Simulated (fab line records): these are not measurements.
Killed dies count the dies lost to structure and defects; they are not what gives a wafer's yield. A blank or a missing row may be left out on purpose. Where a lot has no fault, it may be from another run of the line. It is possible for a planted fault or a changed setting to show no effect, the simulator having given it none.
Struck lot and sound lot, side by side	flow n5Finfet	16 out of 1938 route steps
Sound: wafers L583.1, L583.5, L583.6. Struck: wafers L598.2, L598.3, L598.6. At the end, the cause is stated.
Order at every step that has rows: each side's tool, ch and its chambers, its first start. Under that, the readings that differ: sound wafers	struck wafers	difference of the means	sigmas: that difference in standard deviations of wafers without a fault.
alike: readings whose means differ by less than 2 such deviations, and words and numbers that are the same on both sides. not compared: withheld readings, readings that some wafer has no value for, bounds like >300 that may hide the same value, and numbers for which the record gives no deviation and whose values overlap.
A row with sigmas, a row that says differs or no value, or rows on one side alone: a step with any of these is where the two part. Numbers that don't overlap but have no deviation are shown without sigmas and don't part them. A reading that every wafer of one side lacks parts them only if that side has two wafers or more.

first, 6 steps without rows for these wafers: N5_BEOL_M2_COAT_22 (resist thk 30 nm); N5_BEOL_M2_EBR_24; N5_BEOL_M2_SOFTBAKE_23 (time 60 s); N5_BEOL_M2_EXPOSE_25 (exposes mask V1, defocus 5 nm); N5_BEOL_M2_PEB_26 (peb time 60 s); N5_BEOL_M2_DEVELOP_27 (develop time 30 s).
N5_BEOL_M2_CD_MEAS_28: target cd 26.2 nm, target cd y 24.1 nm.
  sound on cdSem-03 ch 0, day 8 05:52; struck on cdSem-01 ch 0, day 11 15:18
reading	sound	struck	difference	sigmas
cdNm (nm)	25.97 26.26 26.10	26.73 26.41 26.72	+0.51	+2
N5_BEOL_M2_OVL_MEAS_29:
  sound on overlay-02 ch 0, day 8 05:54; struck on overlay-01 ch 0, day 11 15:20
  alike: V1_OVL
N5_BEOL_M2_INSPECT_30: inspects for defects (brightfield).
  sound: defectInspect-01 at day 8 05:58; struck: defectInspect-01 at day 11 15:23
  alike: rawDefectCount
N5_BEOL_M2_DESCUM_33: chemistry O2, time 7 s.
  sound on rieDiel-01 ch 0,1,2, day 8 05:59; struck on rieDiel-03 ch 0,3, day 11 15:35
  alike: drypumpMotorCurrentA, oesProductAu, rfVppV, showerheadPlenumPTorr, throttleValvePct
  not compared: rfHoursCounterH
N5_BEOL_M2_ETCH_77: etches underlayer in N2/H2, target depth 6.5 nm, time 5.2 s.
  sound on rieDiel-01 ch 0,1,2, day 8 06:02; struck on rieDiel-03 ch 0,3, day 11 15:37
  alike: drypumpMotorCurrentA, etchRfOnTimeS, h2FlowSccm, oesProductAu, rfVppV, showerheadPlenumPTorr, throttleValvePct
  not compared: rfHoursCounterH
N5_BEOL_M2_ETCH_69: etches SiARC in CF4, target depth 15.6 nm, time 26 s.
  sound on rieDiel-01 ch 0,1,2, day 8 06:02; struck on rieDiel-03 ch 0,3, day 11 15:38
  alike: drypumpMotorCurrentA, etchRfOnTimeS, oesProductAu, rfVppV, showerheadPlenumPTorr, throttleValvePct
  not compared: rfHoursCounterH
N5_BEOL_M2_ALD_98: deposits SiO2, target thk 2.5 nm, pulse time 1 s, co reactant pulse time 1 s.
  sound on aldSin-04 ch 1,2, day 8 06:10; struck on aldSin-04 ch 2,3, day 11 15:54
reading	sound	struck	difference	sigmas
heaterPowerW (W)	72 73 89	97 110 113	+29	+3
susceptorTempC (C)	100.08 99.86 99.98	105.43 105.35 105.36	+5.41	+42
  alike: precursorPulseHeightRel
N5_BEOL_M2_ETCHBACK_99: etches SiO2 in CHF3, target depth 5 nm, time 10.4 s.
  sound on rieDiel-03 ch 0,2,3, day 8 07:42; struck on rieDiel-01 ch 0,1, day 11 18:57
  alike: drypumpMotorCurrentA, oesProductAu, rfVppV, showerheadPlenumPTorr, throttleValvePct
  not compared: rfHoursCounterH
N5_BEOL_M4_RC_MEAS_101:
  sound on prober-01 ch 0, day 9 10:08; struck on prober-02 ch 0, day 13 03:47
  alike: DIBL_N, DIBL_P, IOFF_N, IOFF_P, ION_N, ION_P, SS_N, SS_P, VT_N, VT_P
N5_PASSIVATION_PROBE_49:
  sound wafers here have rows in the record (prober-01, day 13 19:35); struck ones have none

== WHERE THEY PART ==
Earliest at N5_BEOL_M2_CD_MEAS_28; latest, in this record, at N5_PASSIVATION_PROBE_49.

WHY: what the simulator had put in
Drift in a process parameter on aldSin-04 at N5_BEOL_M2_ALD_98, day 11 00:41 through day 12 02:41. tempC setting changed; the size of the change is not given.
